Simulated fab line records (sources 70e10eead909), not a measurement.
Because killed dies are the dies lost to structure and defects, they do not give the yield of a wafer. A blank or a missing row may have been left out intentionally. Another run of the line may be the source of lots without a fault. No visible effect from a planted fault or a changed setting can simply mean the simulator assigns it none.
Matching of chambers | flow nand harc | NHARC_A_STAIRCASE_ALD_420 on ald hk-03 has 4 sister chambers
The step deposits SiO2, target thk 20 nm, pulse time 6 s, ald cycles 200. 4 wafers are shown with their chamber, then 10 later ones without.

## WAFERS PAIRED WITH THEIR CHAMBERS
wafer  | chamber | heater power w (W)
L084.4 | 0       | 424
L089.1 | 2       | 431
L092.2 | 1       | 395
L092.4 | 3       | 540

## WAFERS WHOSE CHAMBER IS MISSING
wafer  | heater power w (W)
L092.6 | 457
L095.1 | 440
L095.4 | 382
L095.5 | 386
L093.1 | 391
L093.5 | 386
L093.6 | 462
L097.1 | 388
L097.2 | 453
L097.6 | 452

## CHAMBER TAKEN BY EACH
wafer  | from the rows above     | in truth
L092.6 | can't be placed: 2 or 0 | 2
L095.1 | can't be placed: 2 or 0 | 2
L095.4 | can't be placed: 1 or 0 | 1
L095.5 | can't be placed: 1 or 0 | 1
L093.1 | can't be placed: 1 or 0 | 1
L093.5 | can't be placed: 1 or 0 | 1
L093.6 | can't be placed: 2 or 0 | 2
L097.1 | can't be placed: 1 or 0 | 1
L097.2 | can't be placed: 2 or 0 | 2
L097.6 | can't be placed: 2 or 0 | 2
Correctly placed: 0 of 10. These rows do not allow placing 10 (true chamber among the candidates in 10). Placed wrongly: 0.
How it was worked out, from the rows above alone: a wafer's distance from a chamber is the root of the sum, over the readings, of the square of ((its reading less the chamber's mean) divided by the reading's scatter). The wafer belongs to the nearest chamber; if the next one is less than 2 further off, it can't be placed. Each chamber's mean is taken over the wafers shown for it. The scatter (one wafer shown for each chamber): square how far every hidden wafer sits from the nearest shown wafer, average those squares and take the square root.
